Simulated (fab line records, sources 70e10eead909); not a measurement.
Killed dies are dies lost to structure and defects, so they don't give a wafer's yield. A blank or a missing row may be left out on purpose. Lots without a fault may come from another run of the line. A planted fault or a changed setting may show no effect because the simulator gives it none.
fab line records | flow nand_harc
record lots=5 wafers=15 last_day=24
route steps=1159 shown A_CONTACT@908 END@1159
lots that met no fault: from a run of the same line without faults
start_h: hours from the record's first day to the start of the lot's first wafer shown | wait_h: hours since the lot's step before | " the same as in the row above | L1.1+2: a row that stands for several wafers | - no value, or no start given | * or withheld: withheld | < > ~ a bound
route shown NAME@n: a module of which the file shows steps, and the number in the route of the first | usual: mean/standard deviation of fault-free wafers | same: alike in all rows | chamber/n: place in a boat | sites: the reading at each site | _std_site: their standard deviation | _edge_site: outer sites' mean less inner sites' | radius_mm: how far each site lies from the wafer's centre | mask NAME#n: copy n | behind: the tool/chamber that last shaped the wafer | hold: why the lot was held/for how many hours/how that ended | device: the transistor (n, p or np) that didn't switch | end of line: the same wafers' tests at the end of the route | a step without rows: its recipe alone | killed: dies lost to structure and defects at the first sort, not the wafer's yield | map: a wafer's dies, x killed, . not, _ none there
set.NAME: the setting as run; set.NAME@STEP: as run at that earlier step | model.NAME: the simulator's own value behind a step, which no gauge read
lots at some steps of the route; a table a step, a row a wafer
services: from which hour (start_h, from the record's first day; less than 0 if before it) a tool's chamber was out of use, for how many hours, and why
## steps
# step NHARC_A_CONTACT_ETCH_128
# recipe source_w=withheld pressure_mtorr=20 bias_v=1200 time_s=155 target_depth_a=9560 ar_flow_sccm=withheld c4f8_flow_sccm=withheld o2_flow_sccm=withheld chemistry=C4F8/O2/Ar
# step NHARC_A_CONTACT_ETCH_129
# recipe source_w=withheld pressure_mtorr=20 bias_v=1200 time_s=155 target_depth_a=9560 ar_flow_sccm=withheld c4f8_flow_sccm=withheld o2_flow_sccm=withheld chemistry=C4F8/O2/Ar
# same time_s=155
# columns lot.wafer tool chamber start_h wait_h rf_hours_counter_h
L927.1 har_cap_etch-03 1 414.61 0.1 85
L927.4 " 1 " " -
L927.5 " 1 " " -
L929.3 har_cap_etch-02 1 421.15 0.1 -
L929.5 " 0 " " -
L929.6 " 1 " " -
L933.2 har_cap_etch-03 1 441.00 0.1 91
L933.3 " 1 " " -
L933.6 " 1 " " -
L940.2 har_cap_etch-03 0 484.73 0.1 99
L940.5 " 0 " " -
L940.6 " 1 " " -
L945.1 har_cap_etch-01 1 504.30 0.1 83
L945.3 " 1 " " -
L945.5 " 0 " " -
# step NHARC_A_CONTACT_ETCH_130
# recipe source_w=withheld pressure_mtorr=20 bias_v=1200 time_s=155 target_depth_a=9560 ar_flow_sccm=withheld c4f8_flow_sccm=withheld o2_flow_sccm=withheld chemistry=C4F8/O2/Ar
# same time_s=155
# columns lot.wafer tool chamber start_h wait_h rf_hours_counter_h
L927.1 har_cap_etch-03 1 414.75 0.1 85
L927.4 " 1 " " -
L927.5 " 1 " " -
L929.3 har_cap_etch-02 1 421.29 0.1 -
L929.5 " 0 " " -
L929.6 " 1 " " -
L933.2 har_cap_etch-03 1 441.14 0.1 91
L933.3 " 1 " " -
L933.6 " 1 " " -
L940.2 har_cap_etch-03 0 484.87 0.1 99
L940.5 " 0 " " -
L940.6 " 1 " " -
L945.1 har_cap_etch-01 1 504.44 0.1 84
L945.3 " 1 " " -
L945.5 " 0 " " -
# step NHARC_A_CONTACT_ETCH_131
# recipe source_w=withheld pressure_mtorr=20 bias_v=1200 time_s=155 target_depth_a=9560 ar_flow_sccm=withheld c4f8_flow_sccm=withheld o2_flow_sccm=withheld chemistry=C4F8/O2/Ar
# step NHARC_A_CONTACT_ETCH_132
# recipe source_w=withheld pressure_mtorr=20 bias_v=1200 time_s=156 target_depth_a=9580 ar_flow_sccm=withheld c4f8_flow_sccm=withheld o2_flow_sccm=withheld chemistry=C4F8/O2/Ar
# same time_s=156
# columns lot.wafer tool chamber start_h wait_h rf_hours_counter_h
L927.1 har_cap_etch-03 1 415.04 0.1 85
L927.4 " 1 " " -
L927.5 " 1 " " -
L929.3 har_cap_etch-02 1 421.57 0.1 -
L929.5 " 0 " " -
L929.6 " 1 " " -
L933.2 har_cap_etch-03 1 441.42 0.1 91
L933.3 " 1 " " -
L933.6 " 1 " " -
L940.2 har_cap_etch-03 0 485.16 0.1 99
L940.5 " 0 " " -
L940.6 " 1 " " -
L945.1 har_cap_etch-01 1 504.72 0.1 84
L945.3 " 1 " " -
L945.5 " 0 " " -
# step NHARC_A_CONTACT_ETCH_133
# recipe source_w=withheld pressure_mtorr=20 bias_v=400 time_s=195 target_depth_a=8400 ar_flow_sccm=withheld c4f8_flow_sccm=11.5 o2_flow_sccm=7.2 chemistry=C4F8/O2/Ar
# step NHARC_A_CONTACT_ETCH_91
# recipe target_depth_a=400 over_etch_frac=0.5 time_s=85.7 ion_energy_ev=120 ch3f_flow_sccm=50 o2_flow_sccm=30 ar_flow_sccm=200 rf_w=500 bias_w=100 chemistry=CH3F/O2
# usual drypump_motor_current_A=6.0/0.39 oes_product_au=0.95/0.038 rf_vpp_V=244.0/1.8 showerhead_plenum_p_Torr=2.44/0.13 throttle_valve_pct=20.663/0.0091
# same time_s=85.7
# columns lot.wafer tool chamber start_h wait_h drypump_motor_current_A oes_product_au rf_hours_counter_h rf_vpp_V showerhead_plenum_p_Torr throttle_valve_pct
L927.4 rie_diel-03 0 415.72 0.4 5.9 0.94 3 243.5 2.43 20.676
L927.1 " 1 " " 6.0 0.93 3 242.9 2.30 20.654
L927.5 " 0 " " 5.9 0.92 - 245.1 2.43 20.663
L929.3 rie_diel-12 1 422.23 0.4 5.9 0.94 11 246.0 2.63 20.655
L929.6 " 0 " " 6.1 1.00 - 245.1 2.54 20.649
L929.5 " 1 " " 5.9 0.95 - 245.4 2.63 20.677
L933.3 rie_diel-03 2 442.14 0.4 5.5 0.99 7 245.8 2.58 20.672
L933.2 " 0 " " 5.9 0.99 9 244.7 2.43 20.653
L933.6 " 2 " " 5.6 0.99 - 246.6 2.58 20.648
L940.2 rie_diel-11 0 485.88 0.5 5.8 0.99 40 242.7 2.32 20.655
L940.6 " 3 " " 6.6 1.02 - 241.2 2.28 20.669
L940.5 " 0 " " 5.8 0.98 - 242.5 2.31 20.671
L945.1 rie_diel-03 0 505.41 0.5 5.9 1.01 19 243.0 2.43 20.677
L945.3 " 3 " " 6.7 0.99 15 244.1 2.38 20.673
L945.5 " 0 " " 6.0 1.01 - 245.7 2.43 20.665
# step NHARC_A_CONTACT_ETCH_97
# recipe target_depth_a=200 over_etch_frac=0.5 time_s=10 ion_energy_ev=250 c4f6_flow_sccm=25 o2_flow_sccm=20 ar_flow_sccm=500 rf_w=600 bias_w=500 chemistry=C4F6/O2
# usual drypump_motor_current_A=6.0/0.39 oes_product_au=0.972/0.027 rf_vpp_V=546/4 showerhead_plenum_p_Torr=3.90/0.19 throttle_valve_pct=26.902/0.0083
# same time_s=10
# columns lot.wafer tool chamber start_h wait_h drypump_motor_current_A oes_product_au rf_hours_counter_h rf_vpp_V showerhead_plenum_p_Torr throttle_valve_pct
L927.4 rie_diel-03 2 - - 5.6 0.936 2 550 4.10 26.897
L927.1 " 0 " " 5.9 0.977 3 545 3.89 26.901
L927.5 " 1 " " 6.1 0.962 - 541 3.68 26.899
L929.3 rie_diel-12 0 - - 6.1 0.995 13 549 4.04 26.895
L929.6 " 0 " " 6.1 0.992 - 549 4.04 26.896
L929.5 " 1 " " 6.0 0.958 - 551 4.18 26.911
L933.3 rie_diel-03 2 - - 5.6 0.995 7 551 4.10 26.913
L933.2 " 3 " " 6.7 1.004 7 545 3.81 26.894
L933.6 " 2 " " 5.6 0.991 - 551 4.10 26.913
L940.2 rie_diel-11 1 - - 5.7 1.024 39 550 4.13 26.923
L940.5 " 1 " " 5.7 1.032 - 552 4.13 26.904
L940.6 " 2 " " 6.1 1.003 - 552 4.16 26.904
L945.3 rie_diel-03 1 - - 6.0 0.995 20 543 3.67 26.905
L945.1 " 3 " " 6.7 0.985 15 544 3.80 26.886
L945.5 " 2 " " 5.6 0.979 - 551 4.09 26.910
# step NHARC_A_CONTACT_CD_MEAS_80
# usual cd_nm=189.4/1
# columns lot.wafer tool chamber start_h wait_h cd_nm
L927.1 cd_sem-01 - 415.94 - 187.7
L927.4 " - " " 187.7
L927.5 " - " " 187.5
L929.3 cd_sem-01 - 422.43 - 190.5
L929.5 " - " " 191.2
L929.6 " - " " 188.8
L933.2 cd_sem-01 - 442.35 - 190.4
L933.3 " - " " 189.3
L933.6 " - " " 189.1
L940.2 cd_sem-02 - 486.09 - 190.3
L940.5 " - " " 189.7
L940.6 " - " " 190.2
L945.1 cd_sem-01 - 505.62 - 189.1
L945.3 " - " " 188.0
L945.5 " - " " 189.5
# step NHARC_A_CONTACT_STRIP_103
# recipe n2_flow_sccm=150 h2_flow_sccm=150 ar_flow_sccm=0 bias_w=0 chemistry=N2/H2
# step NHARC_A_CONTACT_STRIP_104
# recipe cf4_flow_sccm=100 chf3_flow_sccm=30 ar_flow_sccm=0 bias_w=0 chemistry=CF4/CHF3
# step NHARC_A_CONTACT_STRIP_105
# recipe o2_flow_sccm=400 cos_flow_sccm=20 ar_flow_sccm=0 bias_w=0 chemistry=O2/COS
# step NHARC_A_CONTACT_ETCH_106
# recipe target_depth_a=600 overetch_a=60 time_s=33 ion_energy_ev=100 cf4_flow_sccm=80 o2_flow_sccm=20 ar_flow_sccm=0 rf_w=300 bias_w=100 chemistry=CF4/O2
# usual drypump_motor_current_A=6.0/0.39 oes_o_777_au=0.999/0.0046 oes_product_au=1.001/0.013 rf_vpp_V=197.7/1.6 showerhead_plenum_p_Torr=1.33/0.069 throttle_valve_pct=13.397/0.0081
# same time_s=33
# columns lot.wafer tool chamber start_h wait_h drypump_motor_current_A oes_o_777_au oes_product_au rf_hours_counter_h rf_vpp_V showerhead_plenum_p_Torr throttle_valve_pct
L927.1 rie_diel-03 2 416.23 0.1 5.6 0.998 0.993 2 199.4 1.40 13.392
L927.4 " 0 " " 5.9 1.004 1.009 3 197.4 1.32 13.395
L927.5 " 3 " " 6.7 1.005 1.001 - 197.7 1.29 13.396
L929.3 rie_diel-03 1 423.13 0.1 6.0 1.004 0.997 4 197.2 1.25 13.405
L929.5 " 2 " " 5.6 0.999 0.993 - 200.5 1.40 13.406
L929.6 " 3 " " 6.7 1.002 0.990 - 197.1 1.29 13.399
L933.2 rie_diel-11 2 444.27 0.1 6.1 1.006 1.008 24 199.0 1.42 13.397
L933.3 " 0 " " 5.8 1.001 0.990 25 195.8 1.26 13.406
L933.6 " 1 " " 5.7 1.006 1.020 - 198.8 1.41 13.401
L940.2 rie_diel-11 2 486.38 0.1 6.1 1.001 0.931 38 198.9 1.42 13.401
L940.6 " 1 " " 5.6 1.002 1.020 - 198.8 1.41 13.390
L940.5 " 2 " " 6.1 0.997 0.937 - 198.4 1.42 13.404
L945.1 rie_diel-03 0 505.91 0.1 5.9 0.998 1.012 19 197.9 1.32 13.397
L945.3 " 3 " " 6.6 0.997 0.997 15 196.2 1.29 13.388
L945.5 " 0 " " 6.0 1.007 1.028 - 198.5 1.32 13.397
# step NHARC_A_CONTACT_STRIP_82
# recipe o2_flow_sccm=500 ar_flow_sccm=0 bias_w=0 chemistry=O2
# step NHARC_END_SORT_01
# recipe temp_c=25
# usual killed_at_array=25/10 killed_at_other=0.6/0.91 killed_at_periphery=3.6/2.9 killed_dies=29/10 killed_open=3.3/2 killed_short=1.9/1.5
# same gross_dies=677
# columns lot.wafer tool chamber start_h wait_h killed_at_array killed_at_other killed_at_periphery killed_dies killed_open killed_short
L940.2 prober-02 0 549.19 2.8 609 0 5 614 3 4
L940.5 prober-02 0 551.63 3.8 601 0 2 603 1 4
# killed by level:class
L940.2 A_CONTACT:area_etch=569 A_SLIT:chamber_film_flake=17 A_CHANNEL_HOLE_D1:chamber_film_flake=10 A_STAIRCASE:chamber_film_flake=7 P_CONTACT:geometric_particle:open=2 A_CHANNEL_FILL_D1:geometric_particle:short=2 P_ZERO_WELL:chamber_film_flake=2 A_CONTACT:chamber_film_flake=2
L940.5 A_CONTACT:area_etch=569 A_SLIT:chamber_film_flake=13 A_STAIRCASE:chamber_film_flake=6 A_CHANNEL_HOLE_D1:chamber_film_flake=6 A_CONTACT:chamber_film_flake=2 P_CONTACT:geometric_particle:open=1 A_ONON_D1:geometric_particle:short=1 A_CHANNEL_FILL_D1:geometric_particle:short=1
# map L940.2 (x killed, . not)
____________x____________
_________xx...xx_________
_______.x..x.x.x.x_______
______...xxxxxxxx.x______
_____xx..xxx.xxxxxx._____
____.xx..x.xxxx..xxxx____
____.x...xxxxxxxxxxxx____
___....xx.xxxx.xxxxxxx___
___xxxx.xxxxxxxxxxxxxx___
__xx.xxxxxxxxxxxxxxxxxx__
__xxxxxxxxxxxxxxx.xxxxx__
_x.xxxxxxxxxxxxxxxxxxxxx_
_.xxxxxxxxxxxxxxxxxxxxx._
_..xxxxxxxxxxxxxxxxxxxxx_
_x.x.xxxxxxxxxxxxxxxxxxx_
_.xxxxxxxxxxxxxxxxxxxxxx_
.xxxxxxxxxxxxxxxxxxxxxxxx
xx.xxxxxxxxxxxxxxxxxxxx.x
xxxxxxxxxxxxxxxxxxxxxxxxx
xxxx.xxxxxxxxxxxxxxxxxx.x
xxxxxxxxxxxxxxxxxxxxxxxxx
_xxxxxxxxxxxxxxxxxxxxxxx_
_xxxxxxxxxxxxxxxxxxxxxxx_
_xxxxxxxxxxxxxxxxxxxxxxx_
_x.xxx.xxxxxxxx.xxxxxxxx_
_xxxxxxxxxxxxxxxxxxxxxxx_
__xx.xxxxxxxxxxxxxxxxxx__
__xxx.xx.xxxxxxxxxxxxxx__
___xxxxxxxxxxxxxxxxxxx___
___x.xxxxxxxxxxxxxxxxx___
____xx.xxxxxxxxxxxxxx____
____xxx.xxxxxxxxxxxxx____
_____xx.xxxxxxxx.xxx_____
______xxxxxxxx.xxxx______
_______xxxxxxxxxxx_______
_________.xxx.xx_________
____________x____________
# map L933.3 (x killed, . not)
____________.____________
_________......._________
_______..........._______
______...........x.______
_____..............._____
____.................____
____.........x.......____
___...................___
___...................___
__............x........__
__.....................__
_.x....................._
_......................._
_.x.x...x..............._
_.x..x...x..........x..._
_...x.x..........x......_
................x........
..xxx....................
.........................
.........................
.........................
_.......x..............._
_......................._
_x......................_
_...xx.................._
_......................._
__.....................__
__.....................__
___...................___
___...................___
____.................____
____.................____
_____..............._____
______.............______
_______.......x..._______
_________......._________
____________.____________
## services
# columns tool chamber start_h hours kind
rie_diel-03 - 392.30 9.0 pm
rie_diel-03 0 392.30 9.0 vent_cycle
rie_diel-03 1 392.30 9.0 vent_cycle
rie_diel-03 2 392.30 9.0 vent_cycle
rie_diel-03 3 392.30 9.0 vent_cycle
rie_diel-03 0 401.30 - clean
rie_diel-03 1 401.30 - clean
rie_diel-03 2 401.30 - clean
rie_diel-03 3 401.30 - clean
rie_diel-12 0 411.76 5.7 repair
rie_diel-03 0 425.80 - clean
rie_diel-03 1 425.80 - clean
rie_diel-03 2 425.80 - clean
rie_diel-03 3 425.80 - clean
rie_diel-03 0 450.30 - clean
rie_diel-03 1 450.30 - clean
rie_diel-03 2 450.30 - clean
rie_diel-03 3 450.30 - clean
har_cap_etch-01 - 460.12 0.6 repair
rie_diel-11 2 465.19 1.2 repair
rie_diel-03 0 474.80 - clean
rie_diel-03 1 474.80 - clean
rie_diel-03 2 474.80 - clean
rie_diel-03 3 487.54 6.7 repair
## key
first_sign step=NHARC_A_CONTACT_ETCH_106 reading=oes_product_au direction=down sigmas=5.4 usual=1.001 struck=0.934
effect step=NHARC_END_SORT_01 reading=killed_dies direction=up sigmas=56 usual=29 struck=608
more_kills_born_at NHARC_A_CONTACT_ETCH_106@rie_diel-11=1138
met_at NHARC_A_CONTACT_ETCH_106
struck_wafers L940.2,L940.5
later_rows_left_out L940.2,L940.5
tester_left_out L940
onset_between 444.27 486.38
fault kind=process_parameter_drift tool=rie_diel-11 chamber=2 onset_h=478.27 steps=NHARC_A_CONTACT_ETCH_106 channel=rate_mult offset=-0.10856 shape=step end_h=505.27
# tester_left_out: of these lots the tester's yield and bins aren't shown, on N5 and GAA mostly nor the transistor test; their killed dies are dies lost to structure and defects alone, not to doping, threshold or leakage, so they don't give the yield
# later_rows_left_out: the simulator's readings of these wafers behind a module that went badly wrong aren't trusted and aren't shown, but for the sort
